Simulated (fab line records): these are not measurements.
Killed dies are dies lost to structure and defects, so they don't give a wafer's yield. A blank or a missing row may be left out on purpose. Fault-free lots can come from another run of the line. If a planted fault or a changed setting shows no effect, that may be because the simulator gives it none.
3 desks looking at one fault || flow n5_finfet || each desk holds nothing but its own numbers, with what lay behind them at the end

## THE TOOL OWNER'S DESK: litho_track-05
The tool's own readings at N5_HKMG_FIN_COAT_41 (time 60 s, resist thk 300 nm): means of the sampled wafers that have a number, for each lot that ran on this tool. Marked OUT: a lot whose mean sits more than 4 standard deviations from the usual mean, which makes it out of limits; the brackets give that distance.
Columns: A = exhaust_pa at N5_HKMG_FIN_COAT_41, usual 45.0 Pa; B = heater_power_total_W at N5_HKMG_FIN_COAT_41, usual 500.7 W; C = plate_temp_C at N5_HKMG_FIN_COAT_41, usual 249.97 C
{"lot": "L225", "first seen here": "day 5 17:05", "A": 44.9, "B": 499.2, "C": 250.04}
{"lot": "L227", "first seen here": "day 6 10:22", "A": 44.9, "B": 499.3, "C": 250.09}
{"lot": "L229", "first seen here": "day 6 19:36", "A": 44.3, "B": "447.7 (-29) OUT", "C": "229.24 (-99 or more) OUT"}
{"lot": "L230", "first seen here": "day 7 01:20", "A": 46.0, "B": "450.0 (-28) OUT", "C": "228.92 (-99 or more) OUT"}
{"lot": "L241", "first seen here": "day 9 22:47", "A": 45.2, "B": 501.1, "C": 249.85}
Finding of this desk: L229, L230 out of limits; the first was L229 at day 6 19:36, on heater_power_total_W at N5_HKMG_FIN_COAT_41. L225, L227, L241 stayed within limits.

## THE DEFECT DESK
For each lot, the counts of the inspections along the route, averaged over the sampled wafers that have a number. Marked OUT: a lot whose mean sits more than 4 standard deviations from the usual mean, which makes it out of limits; the brackets give that distance.
Columns: A = raw_defect_count at N5_HKMG_FIN_INSPECT_61, usual 2.1
{"lot": "L225", "first seen here": "day 5 17:22", "A": 3.3}
{"lot": "L227", "first seen here": "day 6 10:47", "A": 1.0}
{"lot": "L229", "first seen here": "day 6 19:54", "A": 1.3}
{"lot": "L230", "first seen here": "day 7 01:38", "A": 1.3}
{"lot": "L232", "first seen here": "day 7 11:44", "A": 1.3}
{"lot": "L238", "first seen here": "day 8 23:14", "A": 3.3}
{"lot": "L239", "first seen here": "day 9 06:49", "A": 1.0}
{"lot": "L240", "first seen here": "day 9 13:32", "A": 2.0}
{"lot": "L241", "first seen here": "day 9 23:12", "A": 2.7}
This desk's verdict: no lot among the 9 shows anything out of limits.

## THE METROLOGY DESK
What the gauges read for every lot (on any tool): the sampled wafers with a number, averaged. Marked OUT: a lot whose mean sits more than 4 standard deviations from the usual mean, which makes it out of limits; the brackets give that distance. Of its 10 readings 7 are shown: those that lie furthest out on some lot.
Columns: A = DIBL_N at N5_BEOL_M4_RC_MEAS_101, usual 36.3 mV/V; B = IOFF_N at N5_BEOL_M4_RC_MEAS_101, usual 0.155 nA/um; C = IOFF_P at N5_BEOL_M4_RC_MEAS_101, usual 0.211 nA/um; D = ION_N at N5_BEOL_M4_RC_MEAS_101, usual 672 uA/um; E = ION_P at N5_BEOL_M4_RC_MEAS_101, usual 462 uA/um; F = SS_N at N5_BEOL_M4_RC_MEAS_101, usual 71.5 mV/dec; G = VT_P at N5_BEOL_M4_RC_MEAS_101, usual -249.8 mV
{"lot": "L225", "first seen here": "day 13 01:34", "A": 36.8, "B": 0.172, "C": 0.208, "D": 679, "E": 460, "F": 71.6, "G": -249.0}
{"lot": "L227", "first seen here": "day 13 23:12", "A": 35.6, "B": 0.135, "C": 0.162, "D": 667, "E": 454, "F": 71.1, "G": -255.2}
{"lot": "L229", "first seen here": "day 14 12:06", "A": 37.4, "B": 0.156, "C": 0.190, "D": 664, "E": 451, "F": 71.6, "G": -251.7}
{"lot": "L230", "first seen here": "day 14 23:47", "A": 35.6, "B": 0.153, "C": 0.197, "D": 666, "E": 456, "F": 70.8, "G": -250.9}
{"lot": "L232", "first seen here": "day 15 19:02", "A": 35.7, "B": 0.149, "C": 0.234, "D": 670, "E": 466, "F": 71.4, "G": -245.3}
{"lot": "L241", "first seen here": "day 16 04:41", "A": 37.7, "B": 0.176, "C": 0.238, "D": 674, "E": 464, "F": 72.3, "G": -247.5}
{"lot": "L239", "first seen here": "day 16 08:40", "A": 34.7, "B": 0.158, "C": 0.236, "D": 669, "E": 469, "F": 71.3, "G": -246.8}
{"lot": "L238", "first seen here": "day 17 06:04", "A": 37.9, "B": 0.183, "C": 0.249, "D": 684, "E": 472, "F": 71.7, "G": -247.3}
{"lot": "L240", "first seen here": "day 17 17:07", "A": 36.0, "B": 0.158, "C": 0.205, "D": 674, "E": 460, "F": 71.8, "G": -249.5}
This desk's verdict: no lot among the 9 shows anything out of limits.

## PUT TOGETHER
An alarm could have come from the tool owner's desk at day 6 19:36, on L229, L230.
Nothing out of limits was seen by the defect desk.
From the metrology desk's view, nothing was out of limits.
The defect desk has L229, L230 on record, within its limits.
The metrology desk has L229, L230 on record, within its limits.
Every lot named ran N5_HKMG_FIN_COAT_41 on litho_track-05.

## WHAT HAD BEEN PUT IN BY THE SIMULATOR
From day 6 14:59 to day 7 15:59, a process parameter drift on litho_track-05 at N5_HKMG_FIN_COAT_41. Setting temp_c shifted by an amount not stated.
Shown lots that were struck: L229, L230.
Delay in hours, fault start to first out-of-limits reading, by desk: the tool owner's desk at 5.
